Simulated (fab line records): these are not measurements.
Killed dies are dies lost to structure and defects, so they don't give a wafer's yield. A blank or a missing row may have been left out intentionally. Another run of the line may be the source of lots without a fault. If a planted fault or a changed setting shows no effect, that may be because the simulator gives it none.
Matching of chambers + flow n5 finfet + N5_BEOL_M2_DEP_57 on pecvd-04: 3 sister chambers
The step deposits SiCN from 3MS/NH3, target thk 8 nm, time 14 s. 6 wafers are shown with their chamber, then 9 later ones without.

## WAFERS WITH THEIR CHAMBER
| wafer  | chamber | throttle valve pct (%) | showerhead plenum p Torr (Torr) |
|--------|---------|------------------------|---------------------------------|
| L075.4 | 0       | 8.8                    | 3.666                           |
| L074.5 | 1       | 10.7                   | 3.691                           |
| L074.6 | 2       | 9.3                    | 3.655                           |
| L083.1 | 2       | 9.1                    | 3.664                           |
| L083.2 | 1       | 10.6                   | 3.702                           |
| L083.4 | 0       | 9.2                    | 3.656                           |

## WAFERS MISSING THEIR CHAMBER
| wafer  | throttle valve pct (%) | showerhead plenum p Torr (Torr) |
|--------|------------------------|---------------------------------|
| L084.1 | 10.6                   | 3.690                           |
| L084.2 | 9.1                    | 3.669                           |
| L084.3 | 9.1                    | 3.667                           |
| L084.4 | 9.3                    | 3.668                           |
| L084.5 | 9.2                    | 3.667                           |
| L084.6 | 10.6                   | 3.689                           |
| L094.1 | 9.2                    | 3.666                           |
| L094.2 | 9.1                    | 3.653                           |
| L094.5 | 10.6                   | 3.686                           |

## WHICH CHAMBER EACH ONE RAN IN
| wafer  | from the rows above     | in truth |
|--------|-------------------------|----------|
| L084.1 | 1                       | 1        |
| L084.2 | can't be placed: 0 or 2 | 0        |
| L084.3 | can't be placed: 0 or 2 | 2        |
| L084.4 | can't be placed: 2 or 0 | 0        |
| L084.5 | can't be placed: 2 or 0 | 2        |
| L084.6 | 1                       | 1        |
| L094.1 | can't be placed: 2 or 0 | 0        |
| L094.2 | can't be placed: 2 or 0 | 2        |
| L094.5 | 1                       | 1        |
Placed correctly: 3 of 9. These rows do not allow placing 6 (true chamber among the candidates in 6). Placed wrongly: 0.
How it was worked out, from the rows above alone: a wafer's distance from a chamber is the root of the sum, over the readings, of the square of ((its reading less the chamber's mean) divided by the reading's scatter). If the next closest chamber is less than 2 further off than the closest, the wafer can't be placed; otherwise it belongs to the closest. Each chamber's mean is taken over the wafers shown for it. The scatter: the root of (the sum of the squares of (reading less its chamber's mean) over the shown wafers, divided by (wafers less chambers)).
